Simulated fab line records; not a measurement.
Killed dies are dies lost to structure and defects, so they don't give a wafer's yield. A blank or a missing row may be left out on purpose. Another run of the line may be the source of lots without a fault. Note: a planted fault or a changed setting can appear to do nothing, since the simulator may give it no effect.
A lot that was struck, set against a sound lot + flow nand-harc + 15 steps out of a route of 1159
Sound: these wafers, L126.1, L126.5, L126.6. Struck: wafer L133.6 (left out: L133.2, a lot-mate that was not struck); the cause follows at the end.
Per side, at each step with rows, come the tool, then ch with its chambers, and then its first start. Under that, the readings that differ: sound wafers + struck wafers + difference of the means + sigmas: that difference in standard deviations of wafers without a fault.
alike: a reading whose means differ by less than 2 such deviations, as well as words and numbers matching on both sides. not compared: withheld readings; readings where some wafer has no value; bounds like >300 that might hide an equal value; numbers whose values overlap and for which the record gives no deviation.
A row with sigmas, a row that says differs or no value, or rows on one side alone: a step with any of these is where the two part. Numbers that don't overlap but have no deviation are shown without sigmas and don't part them. A reading missing from all wafers of one side parts the sides only when that side holds two or more wafers.

first, 1 step without rows for these wafers: NHARC_A_ONON_D1_DEP_00 (target thk 1000 nm).
NHARC_A_ONON_D1_THK_MEAS_02: measures by ellipsometry.
  sound on film-metro-02 at day 9 14:31; struck on film-metro-01 at day 11 15:37
| reading     | sound       | struck | difference | sigmas |
|-------------|-------------|--------|------------|--------|
| thk-nm (nm) | 978 979 979 | 1006   | +27        | +3     |
following that, 1 step holds no rows for these wafers, namely NHARC_A_ONON_D1_DEP_03 (target thickness 1000 nm).
NHARC_A_ONON_D1_THK_MEAS_05: measures by ellipsometry.
  sound on film-metro-02 at day 9 15:05; struck on film-metro-02 at day 11 16:13
  alike: thk-nm
following that, 1 step holds no rows for these wafers, namely NHARC_A_ONON_D1_DEP_06 (target thickness 1000 nm).
NHARC_A_ONON_D1_THK_MEAS_08: measures by ellipsometry.
  sound on film-metro-01 at day 9 15:41; struck on film-metro-02 at day 11 16:48
| reading     | sound          | struck | difference | sigmas |
|-------------|----------------|--------|------------|--------|
| thk-nm (nm) | 1006 1006 1006 | 990    | -16        | -2     |
following that, 1 step holds no rows for these wafers, namely NHARC_A_ONON_D1_DEP_09 (target thickness 1000 nm).
NHARC_A_ONON_D1_THK_MEAS_11: measures by ellipsometry.
  sound on film-metro-02 at day 9 16:15; struck on film-metro-02 at day 11 17:23
  alike: thk-nm
following that, 1 step holds no rows for these wafers, namely NHARC_A_ONON_D1_DEP_12 (target thickness 1000 nm).
NHARC_A_ONON_D1_THK_MEAS_14: measures by ellipsometry.
  sound on film-metro-01 at day 9 16:49; struck on film-metro-01 at day 11 17:57
  alike: thk-nm
then, 1 step without rows for these wafers: NHARC_A_ONON_D1_ANNEAL_15 (time 3600 s).
NHARC_A_ONON_D1_DEP_16: target thk 1000 nm.
  sound on pecvd-onon-02 ch 0, day 9 23:25; struck on pecvd-onon-02 ch 0, day 12 00:40
NHARC_A_ONON_D1_THK_MEAS_18: measures by ellipsometry.
  sound on film-metro-02 at day 9 23:56; struck on film-metro-02 at day 12 01:07
| reading     | sound       | struck | difference | sigmas |
|-------------|-------------|--------|------------|--------|
| thk-nm (nm) | 994 993 994 | 558    | -436       | -48    |
following that, 1 step holds no rows for these wafers, namely NHARC_A_ONON_D1_DEP_19 (target thickness 1000 nm).
-- break in the record here, with 12 days between the starts of the struck wafers on either side (left off in module A_ONON_D1, picked up again in module END, where the first step shown is number 1159 on the route) --
NHARC_END_SORT_01:
  only the struck wafers appear in the record here, on prober-02 ch 0 at day 23 14:23; the sound ones have no rows

## WHERE THEY PART
At NHARC_A_ONON_D1_THK_MEAS_02 first; at NHARC_END_SORT_01 last (within this record only).

WHY: whatever the simulator had introduced
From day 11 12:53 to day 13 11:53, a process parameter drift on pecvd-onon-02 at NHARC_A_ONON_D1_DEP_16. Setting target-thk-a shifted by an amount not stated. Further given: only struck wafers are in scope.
